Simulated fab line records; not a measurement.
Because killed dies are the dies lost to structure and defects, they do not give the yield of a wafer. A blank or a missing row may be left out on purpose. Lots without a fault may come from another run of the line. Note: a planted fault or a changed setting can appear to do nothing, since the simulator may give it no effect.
Matching of chambers || flow nand harc || pecvd-03 running NHARC_A_SLIT_DEP_25: 3 sister chambers
The step deposits SiO2, target thk 200 nm. 3 wafers are shown with their chamber, then 9 later ones without.

## WAFERS WITH THEIR CHAMBER
{"wafer": "L088.1", "chamber": 0, "heater power w (W)": 498}
{"wafer": "L088.5", "chamber": 2, "heater power w (W)": 678}
{"wafer": "L088.6", "chamber": 1, "heater power w (W)": 490}

## WAFERS MISSING THEIR CHAMBER
{"wafer": "L091.1", "heater power w (W)": 401}
{"wafer": "L091.2", "heater power w (W)": 448}
{"wafer": "L091.3", "heater power w (W)": 565}
{"wafer": "L094.1", "heater power w (W)": 654}
{"wafer": "L094.2", "heater power w (W)": 439}
{"wafer": "L094.5", "heater power w (W)": 466}
{"wafer": "L095.3", "heater power w (W)": 458}
{"wafer": "L095.4", "heater power w (W)": 430}
{"wafer": "L095.6", "heater power w (W)": 677}

## THE CHAMBER EACH PASSED THROUGH
{"wafer": "L091.1", "from the rows above": "can't be placed: 1 or 0", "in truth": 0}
{"wafer": "L091.2", "from the rows above": "can't be placed: 1 or 0", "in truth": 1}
{"wafer": "L091.3", "from the rows above": "can't be placed: 0 or 1 or 2", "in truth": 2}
{"wafer": "L094.1", "from the rows above": 2, "in truth": 2}
{"wafer": "L094.2", "from the rows above": "can't be placed: 1 or 0", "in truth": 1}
{"wafer": "L094.5", "from the rows above": "can't be placed: 1 or 0", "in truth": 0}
{"wafer": "L095.3", "from the rows above": "can't be placed: 1 or 0", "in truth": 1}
{"wafer": "L095.4", "from the rows above": "can't be placed: 1 or 0", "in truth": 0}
{"wafer": "L095.6", "from the rows above": 2, "in truth": 2}
2 of 9 placed correctly. These rows do not allow placing 7 (true chamber among the candidates in 7). Wrongly placed: 0.
How it was worked out, from the rows above alone: a wafer's distance from a chamber is the root of the sum, over the readings, of the square of ((its reading less the chamber's mean) divided by the reading's scatter). If the next closest chamber is less than 2 further off than the closest, the wafer can't be placed; otherwise it belongs to the closest. Each chamber's mean is taken over the wafers shown for it. The scatter (one wafer shown for each chamber): square how far every hidden wafer sits from the nearest shown wafer, average those squares and take the square root.
